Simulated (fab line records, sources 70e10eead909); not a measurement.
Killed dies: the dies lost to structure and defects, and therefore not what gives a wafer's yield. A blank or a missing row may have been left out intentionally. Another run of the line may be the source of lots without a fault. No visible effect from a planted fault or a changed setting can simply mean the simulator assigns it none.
Chamber matching | flow nand_harc | NHARC_P_GATE_DESCUM_61 on rie_diel-10: 4 sister chambers
The step chemistry O2, time 3 s. 14 wafers are shown with their chamber, then 7 later ones without.

WAFERS, EACH WITH ITS CHAMBER
wafer  | chamber | drypump_motor_current_A (A) | rf_vpp_V (V) | oes_product_au (a.u.)
L454.1 | 1       | 5.7                         | 58.3         | 1.002
L454.2 | 3       | 5.8                         | 56.8         | 0.998
L454.6 | 1       | 5.7                         | 58.9         | 0.996
L455.1 | 0       | 5.6                         | 58.7         | 1.002
L455.2 | 1       | 5.7                         | 57.0         | 0.993
L455.6 | 0       | 5.6                         | 59.1         | 1.000
L461.1 | 2       | 4.9                         | 57.4         | 1.010
L461.5 | 3       | 5.8                         | 58.0         | 1.000
L461.6 | 0       | 5.6                         | 57.9         | 1.005
L473.2 | 1       | 5.7                         | 57.4         | 1.020
L473.5 | 2       | 4.8                         | 57.1         | 0.992
L473.6 | 1       | 5.7                         | 58.3         | 1.030
L475.1 | 1       | 5.7                         | 56.0         | 1.020
L475.4 | 0       | 5.6                         | 57.9         | 1.009

SIGNATURES (averages over the wafers above)
reading                 | chamber 0 | chamber 1 | chamber 2 | chamber 3 | scatter within a chamber
drypump_motor_current_A | 5.600     | 5.700     | 4.850     | 5.800     | 0.0224
rf_vpp_V                | 58.400    | 57.650    | 57.250    | 57.400    | 0.864
oes_product_au          | 1.00400   | 1.01017   | 1.00100   | 0.99900   | 0.0117
Rule: for a wafer and a chamber, the distance is found by dividing, reading by reading, the gap between the wafer's reading and the chamber's mean by the reading's scatter, squaring, summing and taking the root. The wafer belongs to the nearest chamber; if the next one is less than 2 further off, it can't be placed. How the scatter is found: for the shown wafers, subtract from each reading the mean of its chamber, square and add these, divide the total by (wafers less chambers), then take the root.

WAFERS WHOSE CHAMBER IS MISSING
wafer  | drypump_motor_current_A (A) | rf_vpp_V (V) | oes_product_au (a.u.)
L475.6 | 4.9                         | 56.6         | 0.991
L476.1 | 5.8                         | 58.8         | 0.995
L476.4 | 5.6                         | 58.0         | 1.014
L476.6 | 4.8                         | 57.9         | 0.998
L477.2 | 5.8                         | 57.5         | 0.995
L477.3 | 5.7                         | 58.8         | 1.021
L477.4 | 4.9                         | 56.2         | 1.001

WHICH CHAMBER EACH ONE RAN IN
wafer  | from the rows above | in truth
L475.6 | 2                   | 2
L476.1 | 3                   | 3
L476.4 | 0                   | 0
L476.6 | 2                   | 2
L477.2 | 3                   | 3
L477.3 | 1                   | 1
L477.4 | 2                   | 2
7 of 7 placed correctly. Number that these rows cannot place: 0. Number placed wrongly: 0.
